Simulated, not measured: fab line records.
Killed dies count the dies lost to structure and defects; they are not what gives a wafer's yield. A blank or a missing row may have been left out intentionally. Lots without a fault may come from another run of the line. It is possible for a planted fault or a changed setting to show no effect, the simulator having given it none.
fab line records | flow n5Finfet
record lots=9 | wafers=25 | lastDay=16
route steps=1938 shown FIN_SAQP@143 FIN_CUT@166 STI_FIN_REVEAL@196 BEOL_M4@1111
lots that met no fault: from a run of the same line without faults
startH: start of the lot's first displayed wafer, in hours after the record's first day | waitH: hours elapsed since this lot's preceding step | " identical to the entry in the row above | L1.1+2: several wafers, shown together as one row | - value missing, or start not given | * or withheld: withheld | < > ~ a bound
route shown NAME@n: names a module that has steps shown in the file, with the first one's number in the route | usual: mean/standard deviation of fault-free wafers | same: alike in all rows | chamber/n: place in a boat | sites: the reading at each site | _std_site: their standard deviation | _edge_site: outer sites' mean less inner sites' | radiusMm: for every site, how far away it sits from the centre of the wafer | mask NAME#n: copy n | behind: the most recent tool/chamber to have shaped the wafer | hold: why the lot went on hold/how many hours it stayed there/how the hold came to an end | device: the transistor (n, p or np) that didn't switch | end of line: the route-end tests of the same wafers | where a step has no rows: the recipe by itself | killed: not the wafer's yield, but the dies lost to structure and defects at the first sort | map: a wafer's dies, marking killed ones x, the rest . and places with no die _
set.NAME: the setting the step ran with; set.NAME@STEP: the setting that earlier step ran with | model.NAME: the simulator's own value behind a step, which no gauge read
one table for each step of the route and one row for each wafer, over a sample of lots
services: from which hour (startH, from the record's first day; less than 0 if before it) a tool's chamber was out of use, for how many hours, and why
## steps
# step N5_FIN_SAQP_ETCH_34
# recipe chemistry=C4F6/O2 | target=SiO2 | targetDepthA=450 | timeS=15 | ionEnergyEv=250 | pressureMtorr=30 | sourceW=345 | biasW=185 | Ar_flow_sccm=300 | C4F6_flow_sccm=10 | O2_flow_sccm=10 | ends=cleared
# usual drypumpMotorCurrentA=5.6/0.43 | etchRfOnTimeS=14.97/0.27 | oes_f_703_au=0.76/0.068 | oesProductAu=0.65/0.058 | rfVppV=667/14 | showerheadPlenumPTorr=2.83/0.086 | throttleValvePct=21.04/0.2
lot.wafer | tool       | chamber | startH | waitH | drypumpMotorCurrentA | etchRfOnTimeS | oes_f_703_au | oesProductAu | rfHoursCounterH | rfVppV | showerheadPlenumPTorr | throttleValvePct
L230.1    | rieDiel-05 | 0       | 26.21  | 0.0   | 5.7                  | 14.70         | 0.80         | 0.65         | 140             | 645    | 2.85                  | 21.05
L230.3    | "          | 3       | "      | "     | 5.2                  | 14.52         | 0.70         | 0.61         | 209             | 677    | 2.82                  | 21.39
L230.6    | "          | 3       | "      | "     | 5.2                  | 14.66         | 0.70         | 0.61         | -               | 676    | 2.82                  | 21.39
L232.1    | rieDiel-05 | 1       | 38.57  | 0.0   | 5.2                  | 14.88         | 0.76         | 0.65         | 146             | 666    | 2.85                  | 21.04
L232.4    | "          | 0       | "      | "     | 5.7                  | 14.88         | 0.79         | 0.64         | -               | 643    | 2.84                  | 21.05
L232.6    | "          | 3       | "      | "     | 5.2                  | 14.56         | 0.70         | 0.61         | -               | 676    | 2.82                  | 21.41
L233.2    | rieDiel-06 | 3       | 44.08  | 0.0   | 6.5                  | 15.04         | 0.76         | 0.64         | 153             | 665    | 2.74                  | 20.98
L233.3    | "          | 0       | "      | "     | 5.0                  | 15.13         | 0.72         | 0.63         | 183             | 685    | 2.95                  | 21.19
L233.5    | "          | 3       | "      | "     | 6.4                  | 15.13         | 0.76         | 0.64         | -               | 667    | 2.74                  | 20.99
L238.1    | rieDiel-06 | 0       | 75.25  | 0.0   | 5.0                  | 15.18         | 0.71         | 0.62         | 193             | 685    | 2.94                  | 21.20
L238.2    | "          | 3       | "      | "     | 6.4                  | 15.05         | 0.76         | 0.63         | 163             | 665    | 2.74                  | 21.02
L238.5    | "          | 1       | "      | "     | 5.4                  | 15.05         | 0.82         | 0.69         | -               | 662    | 2.86                  | 20.69
L241.1    | rieDiel-05 | 2       | 95.14  | 0.0   | 5.7                  | 14.65         | 0.76         | 0.66         | 160             | 687    | 2.98                  | 20.81
L241.2    | "          | 0       | "      | "     | 5.7                  | 15.02         | 0.78         | 0.63         | 164             | 644    | 2.83                  | 21.07
L241.3    | "          | 3       | "      | "     | 5.2                  | 14.54         | 0.68         | 0.59         | 238             | 675    | 2.81                  | 21.45
L245.2    | rieDiel-06 | 2       | 117.52 | 0.0   | 5.6                  | 15.51         | 0.69         | 0.57         | 234             | 646    | 2.68                  | 20.99
L245.5    | "          | 2       | "      | "     | 5.6                  | 15.54         | 0.69         | 0.58         | -               | 645    | 2.68                  | 21.01
L245.6    | "          | 1       | "      | "     | 5.4                  | 15.17         | 0.81         | 0.67         | -               | 662    | 2.85                  | 20.69
L246.3    | rieDiel-05 | 1       | 122.35 | 0.0   | 5.2                  | 14.98         | 0.74         | 0.64         | 166             | 665    | 2.84                  | 21.07
L246.4    | "          | 3       | "      | "     | 5.2                  | 14.83         | 0.67         | 0.58         | 248             | 676    | 2.80                  | 21.46
L248.1    | rieDiel-06 | 3       | 134.82 | 0.0   | 6.4                  | 15.02         | 0.74         | 0.63         | 179             | 666    | 2.73                  | 21.02
L248.2    | "          | 1       | "      | "     | 5.4                  | 15.03         | 0.80         | 0.67         | 119             | 662    | 2.85                  | 20.72
L248.4    | "          | 2       | "      | "     | 5.7                  | 15.45         | 0.68         | 0.57         | 241             | 645    | 2.68                  | 21.01
L249.2    | rieDiel-05 | 1       | 140.37 | 0.0   | 5.2                  | 14.98         | 0.75         | 0.63         | 172             | 665    | 2.84                  | 21.09
L249.5    | "          | 2       | "      | "     | 5.7                  | 14.63         | 0.75         | 0.65         | -               | 687    | 2.97                  | 20.80
# step N5_FIN_SAQP_STRIP_77
# recipe chemistry=N2/H2 | timeS=90 | powerW=100 | tempC=40 | pressureMtorr=100 | rfFrequencyHz=6e+07 | biasPowerW=3 | n2FlowSccm=300 | h2FlowSccm=300
# usual drypumpMotorCurrentA=5.6/0.44 | oesProductAu=0.75/0.068 | rfVppV=45.3/0.8 | showerheadPlenumPTorr=3.35/0.098 | throttleValvePct=12.21/0.26
lot.wafer | tool       | chamber | startH | waitH | drypumpMotorCurrentA | oesProductAu | rfHoursCounterH | rfVppV | showerheadPlenumPTorr | throttleValvePct
L230.1    | rieDiel-05 | 0       | 26.23  | 0.0   | 5.7                  | 0.76         | 140             | 44.8   | 3.38                  | 12.14
L230.3    | "          | 3       | "      | "     | 5.2                  | 0.71         | 209             | 46.2   | 3.34                  | 12.59
L230.6    | "          | 3       | "      | "     | 5.3                  | 0.70         | -               | 46.0   | 3.34                  | 12.57
L232.1    | rieDiel-05 | 1       | 38.59  | 0.0   | 5.2                  | 0.76         | 146             | 44.6   | 3.38                  | 12.26
L232.4    | "          | 0       | "      | "     | 5.7                  | 0.75         | -               | 45.9   | 3.37                  | 12.15
L232.6    | "          | 3       | "      | "     | 5.2                  | 0.69         | -               | 44.7   | 3.34                  | 12.59
L233.2    | rieDiel-06 | 3       | 44.10  | 0.0   | 6.5                  | 0.75         | 153             | 43.9   | 3.23                  | 12.13
L233.3    | "          | 0       | "      | "     | 5.0                  | 0.74         | 183             | 46.3   | 3.49                  | 12.37
L233.5    | "          | 3       | "      | "     | 6.5                  | 0.74         | -               | 46.0   | 3.23                  | 12.13
L238.1    | rieDiel-06 | 0       | 75.28  | 0.0   | 5.1                  | 0.73         | 193             | 44.2   | 3.48                  | 12.41
L238.2    | "          | 3       | "      | "     | 6.4                  | 0.74         | 163             | 44.5   | 3.23                  | 12.18
L238.5    | "          | 1       | "      | "     | 5.4                  | 0.80         | -               | 45.9   | 3.39                  | 11.74
L241.1    | rieDiel-05 | 2       | 95.17  | 0.0   | 5.6                  | 0.77         | 160             | 46.2   | 3.50                  | 11.93
L241.2    | "          | 0       | "      | "     | 5.7                  | 0.72         | 164             | 45.0   | 3.36                  | 12.21
L241.3    | "          | 3       | "      | "     | 5.2                  | 0.69         | 238             | 45.4   | 3.32                  | 12.64
L245.2    | rieDiel-06 | 2       | 117.54 | 0.0   | 5.7                  | 0.69         | 234             | 45.3   | 3.21                  | 12.37
L245.5    | "          | 2       | "      | "     | 5.7                  | 0.68         | -               | 44.5   | 3.21                  | 12.37
L245.6    | "          | 1       | "      | "     | 5.4                  | 0.78         | -               | 45.4   | 3.38                  | 11.81
L246.3    | rieDiel-05 | 1       | 122.37 | 0.0   | 5.2                  | 0.74         | 166             | 45.8   | 3.37                  | 12.31
L246.4    | "          | 3       | "      | "     | 5.2                  | 0.68         | 248             | 44.0   | 3.32                  | 12.69
L248.1    | rieDiel-06 | 3       | 134.85 | 0.0   | 6.4                  | 0.73         | 179             | 43.9   | 3.22                  | 12.23
L248.2    | "          | 1       | "      | "     | 5.4                  | 0.78         | 119             | 46.0   | 3.38                  | 11.80
L248.4    | "          | 2       | "      | "     | 5.7                  | 0.68         | 241             | 45.8   | 3.20                  | 12.39
L249.2    | rieDiel-05 | 1       | 140.39 | 0.0   | 5.2                  | 0.74         | 172             | 45.2   | 3.36                  | 12.32
L249.5    | "          | 2       | "      | "     | 5.6                  | 0.76         | -               | 45.5   | 3.49                  | 11.98
# step N5_FIN_CUT_DESCUM_13
# recipe chemistry=O2 | timeS=7 | sourcePowerW=50 | biasPowerW=20 | pressureMtorr=20 | rfFrequencyHz=2.712e+07 | tempC=40 | resist=CAR-EUV | o2FlowSccm=225
# usual drypumpMotorCurrentA=5.5/0.49 | oesProductAu=0.76/0.082 | rfVppV=243.5/1.3 | showerheadPlenumPTorr=2.11/0.066 | throttleValvePct=20.39/0.17
lot.wafer | tool       | chamber | startH | waitH | drypumpMotorCurrentA | oesProductAu | rfHoursCounterH | rfVppV | showerheadPlenumPTorr | throttleValvePct
L230.1    | rieDiel-04 | 0       | 27.13  | 0.1   | 5.3                  | 0.69         | 238             | 242.7  | 2.07                  | 20.62
L230.3    | "          | 2       | "      | "     | 4.7                  | 0.68         | 238             | 240.3  | 1.96                  | 20.43
L230.6    | "          | 2       | "      | "     | 4.7                  | 0.68         | -               | 242.6  | 1.96                  | 20.45
L232.1    | rieDiel-01 | 3       | 39.46  | 0.0   | 5.7                  | 0.74         | 148             | 244.5  | 2.17                  | 20.24
L232.4    | "          | 2       | "      | "     | 5.4                  | 0.74         | 129             | 244.9  | 2.10                  | 20.49
L232.6    | "          | 2       | "      | "     | 5.4                  | 0.75         | -               | 242.6  | 2.10                  | 20.49
L233.2    | rieDiel-01 | 3       | 44.97  | 0.0   | 5.7                  | 0.74         | 150             | 244.1  | 2.17                  | 20.24
L233.3    | "          | 2       | "      | "     | 5.4                  | 0.74         | 131             | 243.4  | 2.10                  | 20.49
L233.5    | "          | 2       | "      | "     | 5.4                  | 0.74         | -               | 243.1  | 2.10                  | 20.49
L238.1    | rieDiel-01 | 2       | 76.27  | 0.0   | 5.4                  | 0.74         | 143             | 243.0  | 2.10                  | 20.51
L238.2    | "          | 1       | "      | "     | 6.0                  | 0.68         | 226             | 242.4  | 2.07                  | 20.32
L238.5    | "          | 2       | "      | "     | 5.4                  | 0.74         | -               | 243.5  | 2.10                  | 20.51
L241.1    | rieDiel-04 | 0       | 96.16  | 0.0   | 5.4                  | 0.68         | 252             | 242.1  | 2.07                  | 20.64
L241.2    | "          | 1       | "      | "     | 5.1                  | 0.70         | 220             | 244.0  | 2.14                  | 20.28
L241.3    | "          | 3       | "      | "     | 5.9                  | 0.72         | 184             | 241.5  | 2.00                  | 20.79
L245.2    | rieDiel-01 | 3       | 118.54 | 0.0   | 5.7                  | 0.72         | 176             | 243.5  | 2.16                  | 20.29
L245.5    | "          | 3       | "      | "     | 5.7                  | 0.72         | -               | 244.1  | 2.16                  | 20.29
L245.6    | "          | 2       | "      | "     | 5.5                  | 0.74         | -               | 243.9  | 2.09                  | 20.52
L246.3    | rieDiel-02 | 3       | 123.24 | 0.0   | 4.9                  | 0.90         | 23              | 242.5  | 2.04                  | 20.35
L246.4    | "          | 0       | "      | "     | 6.5                  | 0.70         | 230             | 244.3  | 2.14                  | 20.19
L248.1    | rieDiel-01 | 1       | 135.84 | 0.0   | 6.0                  | 0.67         | 244             | 242.8  | 2.06                  | 20.32
L248.2    | "          | 2       | "      | "     | 5.4                  | 0.72         | 162             | 242.2  | 2.09                  | 20.54
L248.4    | "          | 0       | "      | "     | 5.3                  | 0.86         | 62              | 244.8  | 2.22                  | 20.41
L249.2    | rieDiel-02 | 0       | 141.26 | 0.0   | 6.5                  | 0.69         | 236             | 244.1  | 2.14                  | 20.21
L249.5    | "          | 1       | "      | "     | 5.6                  | 0.76         | -               | 243.7  | 2.18                  | 20.52
# step N5_STI_FIN_REVEAL_RECESS_09
# recipe chemistry=HF/NH3 | target=SiO2 | afsCycles=11 | targetDepthA=425 | tempC=30 | sublimationTempC=180 | sublimationTimeS=60
# usual drypumpMotorCurrentA=5.6/0.41
lot.wafer | tool         | chamber | startH | waitH | drypumpMotorCurrentA
L230.1    | vaporEtch-02 | 0       | 34.18  | 0.0   | 5.2
L230.3    | "            | 0       | "      | "     | 5.2
L230.6    | "            | 1       | "      | "     | 5.3
L232.1    | vaporEtch-02 | 0       | 46.30  | 0.0   | 5.2
L232.4    | "            | 0       | "      | "     | 5.2
L232.6    | "            | 0       | "      | "     | 5.2
L233.2    | vaporEtch-01 | 0       | 52.55  | 0.0   | 5.8
L233.3    | "            | 0       | "      | "     | 5.8
L233.5    | "            | 0       | "      | "     | 5.9
L238.1    | vaporEtch-01 | 0       | 83.13  | 0.0   | 5.8
L238.2    | "            | 1       | "      | "     | 6.2
L238.5    | "            | 0       | 84.19  | 1.1   | 5.8
L241.1    | vaporEtch-02 | 0       | 103.20 | 0.0   | 5.2
L241.2    | "            | 1       | "      | "     | 5.3
L241.3    | "            | 1       | "      | "     | 5.3
L245.2    | vaporEtch-02 | 1       | 125.40 | 0.0   | 5.3
L245.5    | "            | 0       | 126.46 | 1.1   | 5.2
L245.6    | "            | 1       | "      | "     | 5.3
L246.3    | vaporEtch-02 | 1       | 130.86 | 0.6   | 5.3
L246.4    | "            | 0       | "      | "     | 5.2
L248.1    | vaporEtch-01 | 0       | 143.02 | 0.0   | 5.8
L248.2    | "            | 0       | "      | "     | 5.8
L248.4    | "            | 0       | 145.14 | 2.1   | 5.8
L249.2    | vaporEtch-02 | 1       | 148.32 | 0.0   | 5.3
L249.5    | "            | 1       | 149.38 | 1.1   | 5.3
# step N5_STI_FIN_REVEAL_FIN_H_MEAS_10
# usual trenchDepthNm=52.1/0.79
lot.wafer | tool   | chamber | startH | waitH | trenchDepthNm
L230.1    | ocd-01 | -       | 36.88  | 0.0   | 51.6
L230.3    | "      | -       | "      | "     | 51.5
L230.6    | "      | -       | "      | "     | 53.0
L232.1    | ocd-01 | -       | 49.01  | 0.0   | 52.4
L232.4    | "      | -       | "      | "     | 51.8
L232.6    | "      | -       | "      | "     | 52.0
L233.2    | ocd-02 | -       | 55.25  | 0.0   | 51.9
L233.3    | "      | -       | "      | "     | 52.1
L233.5    | "      | -       | "      | "     | 52.1
L238.1    | ocd-02 | -       | 85.83  | 0.0   | 52.1
L238.2    | "      | -       | "      | "     | 52.6
L238.5    | "      | -       | "      | "     | 52.3
L241.1    | ocd-01 | -       | 105.90 | 0.0   | 52.5
L241.2    | "      | -       | "      | "     | 52.2
L241.3    | "      | -       | "      | "     | 52.8
L245.2    | ocd-01 | -       | 128.10 | 0.0   | 51.1
L245.5    | "      | -       | "      | "     | 55.7
L245.6    | "      | -       | "      | "     | 50.9
L246.3    | ocd-02 | -       | 133.03 | 0.0   | 57.4
L246.4    | "      | -       | "      | "     | 52.4
L248.1    | ocd-01 | -       | 148.37 | 0.0   | 52.3
L248.2    | "      | -       | "      | "     | 51.8
L248.4    | "      | -       | "      | "     | 53.3
L249.2    | ocd-02 | -       | 151.02 | 0.0   | 51.7
L249.5    | "      | -       | "      | "     | 56.9
# step N5_BEOL_M4_RC_MEAS_101
# usual DIBL_N=35.8/1.8 | DIBL_P=35.6/2 | IOFF_N=0.148/0.028 | IOFF_P=0.20/0.034 | ION_N=672/12 | ION_P=462/8.5 | SS_N=71.2/0.65 | SS_P=73.1/0.67 | VT_N=251/3.3 | VT_P=-251/3.8
lot.wafer | tool      | chamber | startH | waitH | DIBL_N[mV/V] | DIBL_P[mV/V] | IOFF_N[nA/um] | IOFF_P[nA/um] | ION_N[uA/um] | ION_P[uA/um] | SS_N[mV/dec] | SS_P[mV/dec] | VT_N[mV] | VT_P[mV]
L230.1    | prober-02 | 0       | 159.17 | 0.0   | 34.6         | 35.2         | 0.150         | 0.16          | 674          | 449          | 71.1         | 72.6         | 252      | -258
L230.3    | "         | 0       | "      | "     | 32.9         | 34.3         | 0.119         | 0.15          | 660          | 454          | 70.7         | 72.5         | 253      | -257
L230.6    | "         | 0       | "      | "     | 34.0         | 36.4         | 0.145         | 0.17          | 677          | 459          | 71.5         | 73.4         | 251      | -255
L232.1    | prober-01 | 0       | 168.26 | 0.0   | 35.3         | 35.9         | 0.161         | 0.22          | 685          | 471          | 71.8         | 73.3         | 252      | -248
L232.4    | "         | 0       | "      | "     | 34.6         | 34.8         | 0.154         | 0.20          | 675          | 462          | 71.3         | 73.1         | 250      | -248
L232.6    | "         | 0       | "      | "     | 35.5         | 35.3         | 0.159         | 0.22          | 682          | 471          | 72.4         | 72.5         | 252      | -248
L233.2    | prober-01 | 0       | 192.61 | 0.2   | 36.3         | 34.1         | 0.138         | 0.20          | 662          | 464          | 71.5         | 73.2         | 253      | -248
L233.3    | "         | 0       | "      | "     | 36.9         | 34.5         | 0.141         | 0.21          | 675          | 469          | 70.9         | 73.8         | 253      | -248
L233.5    | "         | 0       | "      | "     | 38.3         | 36.7         | 0.175         | 0.24          | 677          | 468          | 71.1         | 73.7         | 247      | -248
L238.1    | prober-01 | 0       | 204.22 | 0.0   | 33.9         | 31.6         | 0.107         | 0.17          | 652          | 459          | 70.5         | 72.6         | 255      | -251
L238.2    | "         | 0       | "      | "     | 36.2         | 35.5         | 0.157         | 0.23          | 682          | 474          | 71.4         | 73.2         | 250      | -246
L238.5    | "         | 0       | "      | "     | 36.4         | 35.4         | 0.153         | 0.22          | 667          | 462          | 71.6         | 73.1         | 250      | -247
L241.1    | prober-01 | 0       | 231.54 | 0.0   | 35.1         | 34.7         | 0.135         | 0.18          | 666          | 458          | 71.8         | 71.9         | 252      | -251
L241.2    | "         | 0       | "      | "     | 35.3         | 35.3         | 0.146         | 0.18          | 673          | 456          | 71.5         | 72.5         | 249      | -251
L241.3    | "         | 0       | "      | "     | 34.7         | 34.5         | 0.150         | 0.18          | 697          | 468          | 70.6         | 72.7         | 248      | -251
L245.2    | prober-02 | 0       | 262.13 | 0.2   | 32.9         | 33.5         | 0.126         | 0.21          | 676          | 472          | 70.3         | 73.4         | 251      | -248
L245.5    | "         | 0       | "      | "     | 34.8         | 35.2         | 0.168         | 0.23          | 726          | 497          | 71.4         | 74.4         | 246      | -245
L245.6    | "         | 0       | "      | "     | 34.3         | 34.1         | 0.139         | 0.22          | 684          | 471          | 71.1         | 73.3         | 252      | -244
L246.3    | prober-01 | 0       | 262.82 | 0.3   | 33.1         | 33.3         | 0.120         | 0.17          | 703          | 491          | 71.1         | 71.9         | 254      | -254
L246.4    | "         | 0       | "      | "     | 33.2         | 32.5         | 0.106         | 0.14          | 656          | 452          | 70.4         | 72.6         | 255      | -257
L248.1    | prober-01 | 0       | 267.31 | 0.0   | 38.5         | 39.8         | 0.191         | 0.25          | 679          | 463          | 72.1         | 73.7         | 248      | -248
L248.2    | "         | 0       | "      | "     | 35.8         | 34.5         | 0.137         | 0.17          | 663          | 454          | 71.6         | 73.0         | 252      | -252
L248.4    | "         | 0       | "      | "     | 35.6         | 36.1         | 0.146         | 0.18          | 683          | 466          | 71.5         | 73.1         | 251      | -255
L249.2    | prober-02 | 0       | 273.91 | 0.2   | 36.9         | 35.4         | 0.152         | 0.17          | 679          | 453          | 70.9         | 73.3         | 251      | -255
L249.5    | "         | 0       | "      | "     | 35.6         | 35.7         | 0.145         | 0.18          | 720          | 472          | 71.5         | 72.8         | 251      | -254
## services
tool         | chamber | startH | hours | kind
rieDiel-01   | 3       | 2.64   | 8.7   | repair
rieDiel-02   | 0       | 14.89  | 8.3   | repair
rieDiel-02   | -       | 17.60  | 3.3   | repair
rieDiel-02   | -       | 24.75  | 2.8   | pm
rieDiel-02   | 3       | 32.22  | 3.4   | repair
rieDiel-05   | 2       | 35.44  | 5.7   | repair
rieDiel-06   | 2       | 42.20  | 6.6   | repair
rieDiel-01   | 0       | 42.37  | 4.5   | repair
rieDiel-04   | -       | 44.68  | 15.6  | pm
rieDiel-05   | 1       | 45.20  | 32.4  | repair
rieDiel-05   | 0       | 48.06  | 9.0   | repair
rieDiel-01   | 0       | 51.11  | 3.1   | repair
rieDiel-02   | 2       | 57.22  | 10.9  | repair
rieDiel-02   | -       | 84.23  | 0.9   | repair
rieDiel-02   | 2       | 87.37  | 1.3   | repair
rieDiel-02   | 1       | 89.59  | 5.3   | repair
rieDiel-01   | 1       | 91.99  | 3.6   | repair
rieDiel-06   | 3       | 94.68  | 12.9  | repair
rieDiel-02   | 2       | 94.72  | 4.8   | repair
rieDiel-05   | 3       | 128.67 | -     | clean
rieDiel-05   | 3       | 128.67 | -     | consumableReplace:focusRing
rieDiel-05   | 3       | 128.67 | 11.6  | scheduledDown
rieDiel-05   | 3       | 128.67 | 11.6  | ventCycle
vaporEtch-01 | 1       | 137.75 | 11.0  | repair
## key
firstSign step=N5_STI_FIN_REVEAL_FIN_H_MEAS_10 | reading=trenchDepthNm | direction=up | sigmas=5.8 | usual=52.1 | struck=56.6
effect step=N5_BEOL_M4_RC_MEAS_101 | reading=ION_N | direction=up | sigmas=3.6 | usual=672 | struck=717
effect step=N5_BEOL_M4_RC_MEAS_101 | reading=ION_P | direction=up | sigmas=2.9 | usual=462 | struck=486
metAt N5_STI_FIN_REVEAL_RECESS_09
struckLots L245,L246,L249
struckWafers L245.5,L246.3,L249.5
notActingAt N5_FIN_SAQP_ETCH_34,N5_FIN_SAQP_STRIP_77,N5_FIN_CUT_DESCUM_13
onsetBetween 103.20 125.40
fault kind=processParameterDrift | tool=vaporEtch-02 | chamber=- | onsetH=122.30 | steps=N5_STI_FIN_REVEAL_RECESS_09 | channel=targetDepthA | offset=44.327 | shape=step | endH=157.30 | scope=struckWafersOnly | actsIn=theseRecipesOnly | stated=425
